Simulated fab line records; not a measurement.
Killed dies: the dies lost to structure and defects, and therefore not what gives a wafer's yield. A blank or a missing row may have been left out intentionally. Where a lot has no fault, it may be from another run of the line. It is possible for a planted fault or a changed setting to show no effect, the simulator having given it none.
Chamber matching :: flow n5_finfet :: N5_MIM_TOP_ALD_00 on ald_hk-02: 4 sister chambers
The step deposits Al2O3, purge time 3 s, co reactant pulse time 3 s. 18 wafers are shown with their chamber, then 9 later ones without.

== WAFERS, EACH WITH ITS CHAMBER ==
wafer: L077.1
chamber: 0
precursor_pulse_height_rel: 0.985

wafer: L077.3
chamber: 3
precursor_pulse_height_rel: 1.008

wafer: L077.5
chamber: 2
precursor_pulse_height_rel: 1.003

wafer: L079.3
chamber: 2
precursor_pulse_height_rel: 0.995

wafer: L079.4
chamber: 0
precursor_pulse_height_rel: 1.033

wafer: L079.6
chamber: 0
precursor_pulse_height_rel: 0.994

wafer: L078.2
chamber: 1
precursor_pulse_height_rel: 1.034

wafer: L078.4
chamber: 2
precursor_pulse_height_rel: 1.028

wafer: L078.5
chamber: 3
precursor_pulse_height_rel: 1.014

wafer: L084.1
chamber: 2
precursor_pulse_height_rel: 0.994

wafer: L084.3
chamber: 3
precursor_pulse_height_rel: 0.999

wafer: L084.4
chamber: 1
precursor_pulse_height_rel: 1.006

wafer: L085.3
chamber: 2
precursor_pulse_height_rel: 0.970

wafer: L085.5
chamber: 3
precursor_pulse_height_rel: 1.021

wafer: L085.6
chamber: 2
precursor_pulse_height_rel: 1.024

wafer: L087.2
chamber: 3
precursor_pulse_height_rel: 0.997

wafer: L087.4
chamber: 2
precursor_pulse_height_rel: 1.003

wafer: L087.6
chamber: 0
precursor_pulse_height_rel: 1.005

SIGNATURES, as means of the wafers listed above
reading: precursor_pulse_height_rel
chamber 0: 1.00425
chamber 1: 1.02000
chamber 2: 1.00243
chamber 3: 1.00780
scatter within a chamber: 0.0177
Rule: for each reading, subtract the chamber's mean from the wafer's reading, divide by that reading's scatter and square the result; add these up over the readings and take the root, which gives the wafer's distance from the chamber. If the next closest chamber is less than 2 further off than the closest, the wafer can't be placed; otherwise it belongs to the closest. The scatter: take each reading less its chamber's mean, square it, sum over the shown wafers, divide by the number of wafers less the number of chambers, and take the root.

== WAFERS WHOSE CHAMBER IS MISSING ==
wafer: L088.2
precursor_pulse_height_rel: 1.022

wafer: L088.3
precursor_pulse_height_rel: 0.977

wafer: L088.5
precursor_pulse_height_rel: 0.998

wafer: L086.1
precursor_pulse_height_rel: 1.006

wafer: L086.2
precursor_pulse_height_rel: 0.999

wafer: L086.5
precursor_pulse_height_rel: 0.971

wafer: L093.3
precursor_pulse_height_rel: 1.011

wafer: L093.4
precursor_pulse_height_rel: 0.963

wafer: L093.5
precursor_pulse_height_rel: 0.988

== EACH ONE'S CHAMBER ==
wafer: L088.2
from the rows above: can't be placed: 1 or 3 or 0 or 2
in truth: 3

wafer: L088.3
from the rows above: can't be placed: 2 or 0 or 3 or 1
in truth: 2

wafer: L088.5
from the rows above: can't be placed: 2 or 0 or 3 or 1
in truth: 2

wafer: L086.1
from the rows above: can't be placed: 0 or 3 or 2 or 1
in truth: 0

wafer: L086.2
from the rows above: can't be placed: 2 or 0 or 3 or 1
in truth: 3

wafer: L086.5
from the rows above: can't be placed: 2 or 0 or 3 or 1
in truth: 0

wafer: L093.3
from the rows above: can't be placed: 3 or 0 or 2 or 1
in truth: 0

wafer: L093.4
from the rows above: can't be placed: 2 or 0 or 3 or 1
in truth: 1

wafer: L093.5
from the rows above: can't be placed: 2 or 0 or 3 or 1
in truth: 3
Correctly placed: 0 of 9. Unplaceable from these rows: 9, with the true chamber sitting among the candidates in 9. Wrongly placed: 0.
